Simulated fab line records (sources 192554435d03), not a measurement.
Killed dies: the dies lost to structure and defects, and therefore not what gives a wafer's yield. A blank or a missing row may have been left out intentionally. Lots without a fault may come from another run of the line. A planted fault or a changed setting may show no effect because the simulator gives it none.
Split-lot experiment :: flow n5-finfet :: 21 wafers read across 7 lots, on a route 1938 steps long

== ON THE SPLIT ==
At N5_BEOL_M9_PECVD_70 (deposits SiO2 from TEOS/O2, target thk 20 nm, time 22.7 s), the setting temp-c was moved away from the recipe's 400 C on 8 of the 21 wafers read, by -4.0% to +3.3%. The other wafers ran this setting at the recipe's value.

The split's own step is where the reading is taken.

== THE READING ==
SiO2_of_BEOL_M9_PECVD_70.thk-nm (the simulator's own value, which no gauge read), in nm, at N5_BEOL_M9_PECVD_70 (deposits SiO2 from TEOS/O2, target thk 20 nm, time 22.7 s). The file does not state a usual value for it. The 13 wafers here that ran the recipe average 19.9 nm, standard deviation 0.24 nm.

wafer: L076.1
tool, chamber at the split: pecvd-03, 2
temp-c as run, C: 400
against the recipe: recipe
SiO2_of_BEOL_M9_PECVD_70.thk-nm, nm: 19.6
against lot-mates on the recipe: -

wafer: L076.3
tool, chamber at the split: pecvd-03, 0
temp-c as run, C: 400
against the recipe: recipe
SiO2_of_BEOL_M9_PECVD_70.thk-nm, nm: 19.8
against lot-mates on the recipe: -

wafer: L076.5
tool, chamber at the split: pecvd-03, 0
temp-c as run, C: 391.7
against the recipe: -2.1%
SiO2_of_BEOL_M9_PECVD_70.thk-nm, nm: 21
against lot-mates on the recipe: +1.3

wafer: L088.2
tool, chamber at the split: pecvd-01, 1
temp-c as run, C: 385.5
against the recipe: -3.6%
SiO2_of_BEOL_M9_PECVD_70.thk-nm, nm: 21.6
against lot-mates on the recipe: +1.8

wafer: L088.3
tool, chamber at the split: pecvd-01, 2
temp-c as run, C: 400
against the recipe: recipe
SiO2_of_BEOL_M9_PECVD_70.thk-nm, nm: 19.8
against lot-mates on the recipe: -

wafer: L088.4
tool, chamber at the split: pecvd-01, 1
temp-c as run, C: 385.5
against the recipe: -3.6%
SiO2_of_BEOL_M9_PECVD_70.thk-nm, nm: 22
against lot-mates on the recipe: +2.2

wafer: L089.2
tool, chamber at the split: pecvd-01, 0,1
temp-c as run, C: 400
against the recipe: recipe
SiO2_of_BEOL_M9_PECVD_70.thk-nm, nm: 19.8
against lot-mates on the recipe: -

wafer: L089.3
tool, chamber at the split: pecvd-01, 0,1
temp-c as run, C: 400
against the recipe: recipe
SiO2_of_BEOL_M9_PECVD_70.thk-nm, nm: 19.8
against lot-mates on the recipe: -

wafer: L089.4
tool, chamber at the split: pecvd-01, 0
temp-c as run, C: 388
against the recipe: -3.0%
SiO2_of_BEOL_M9_PECVD_70.thk-nm, nm: 21.6
against lot-mates on the recipe: +1.8

wafer: L091.1
tool, chamber at the split: pecvd-01, 2
temp-c as run, C: 400
against the recipe: recipe
SiO2_of_BEOL_M9_PECVD_70.thk-nm, nm: 19.8
against lot-mates on the recipe: -

wafer: L091.4
tool, chamber at the split: pecvd-01, 0,2
temp-c as run, C: 400
against the recipe: recipe
SiO2_of_BEOL_M9_PECVD_70.thk-nm, nm: 20
against lot-mates on the recipe: -

wafer: L091.6
tool, chamber at the split: pecvd-01, 0,2
temp-c as run, C: 400
against the recipe: recipe
SiO2_of_BEOL_M9_PECVD_70.thk-nm, nm: 20
against lot-mates on the recipe: -

wafer: L092.1
tool, chamber at the split: pecvd-01, 1
temp-c as run, C: 413.1
against the recipe: +3.3%
SiO2_of_BEOL_M9_PECVD_70.thk-nm, nm: 17.8
against lot-mates on the recipe: -2.2

wafer: L092.3
tool, chamber at the split: pecvd-01, 0
temp-c as run, C: 400
against the recipe: recipe
SiO2_of_BEOL_M9_PECVD_70.thk-nm, nm: 20.2
against lot-mates on the recipe: -

wafer: L092.6
tool, chamber at the split: pecvd-01, 0
temp-c as run, C: 400
against the recipe: recipe
SiO2_of_BEOL_M9_PECVD_70.thk-nm, nm: 19.8
against lot-mates on the recipe: -

wafer: L095.1
tool, chamber at the split: pecvd-04, 1
temp-c as run, C: 400
against the recipe: recipe
SiO2_of_BEOL_M9_PECVD_70.thk-nm, nm: 20
against lot-mates on the recipe: -

wafer: L095.4
tool, chamber at the split: pecvd-04, 0
temp-c as run, C: 400
against the recipe: recipe
SiO2_of_BEOL_M9_PECVD_70.thk-nm, nm: 20.6
against lot-mates on the recipe: -

wafer: L095.6
tool, chamber at the split: pecvd-04, 1
temp-c as run, C: 410.8
against the recipe: +2.7%
SiO2_of_BEOL_M9_PECVD_70.thk-nm, nm: 18.8
against lot-mates on the recipe: -1.5

wafer: L096.1
tool, chamber at the split: pecvd-04, 1
temp-c as run, C: 383.8
against the recipe: -4.0%
SiO2_of_BEOL_M9_PECVD_70.thk-nm, nm: 21.8
against lot-mates on the recipe: +1.8

wafer: L096.3
tool, chamber at the split: pecvd-04, 0
temp-c as run, C: 383.8
against the recipe: -4.0%
SiO2_of_BEOL_M9_PECVD_70.thk-nm, nm: 22
against lot-mates on the recipe: +2.0

wafer: L096.4
tool, chamber at the split: pecvd-04, 1
temp-c as run, C: 400
against the recipe: recipe
SiO2_of_BEOL_M9_PECVD_70.thk-nm, nm: 20
against lot-mates on the recipe: -
Where a row lists several chambers, the file gives one row for several wafers and doesn't say which wafer went through which chamber.

THE FIT
A straight line over all 21 wafers: SiO2_of_BEOL_M9_PECVD_70.thk-nm changes by -0.519 nm for each +1% of temp-c; r = -0.97; the points scatter about the line by 0.25 nm.
The same after taking each lot's own level away (the mean of its wafers on the recipe; 21 wafers): -0.55 nm for each +1%; r = -0.98; scatter 0.21 nm.
That fit puts the effect of the largest move of temp-c on the reading at 2.2 nm.
The lots' own levels span 19.70 to 20.30 nm, that is 2.5 times the standard deviation above.
So the lot-to-lot level changes the slope little: the two slopes agree.
Check: with one of the wafers moved furthest among these (-4.0%) left out of the fit, the line predicts +2.28 nm for it against its lot-mates. Against them it came out at +1.8 nm.

== THESE WAFERS: OTHER SPLITS ==
Other splits were also applied to these wafers ahead of the reading. Each is held against what the fit with the lots' levels taken away leaves over:
other split on the same wafers: N5_BEOL_M6_COAT_22 spin-rpm
wafers away from the commonest value: 7
r with SiO2_of_BEOL_M9_PECVD_70.thk-nm (lot level and that fit taken away): +0.32

other split on the same wafers: N5_BEOL_M6_DESCUM_33 time-s
wafers away from the commonest value: 7
r with SiO2_of_BEOL_M9_PECVD_70.thk-nm (lot level and that fit taken away): -0.12

other split on the same wafers: N5_BEOL_M7_EXPOSE_25 dose-mj
wafers away from the commonest value: 6
r with SiO2_of_BEOL_M9_PECVD_70.thk-nm (lot level and that fit taken away): +0.51

other split on the same wafers: N5_BEOL_M8_EXPOSE_08 dose-mj
wafers away from the commonest value: 3
r with SiO2_of_BEOL_M9_PECVD_70.thk-nm (lot level and that fit taken away): +0.18

other split on the same wafers: N5_BEOL_M8_DESCUM_16 time-s
wafers away from the commonest value: 7
r with SiO2_of_BEOL_M9_PECVD_70.thk-nm (lot level and that fit taken away): +0.06

== THE FILE'S OWN FIT ==
SiO2_of_BEOL_M9_PECVD_70.thk-nm changes by -0.564 nm for each +1% of temp-c, r = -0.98.
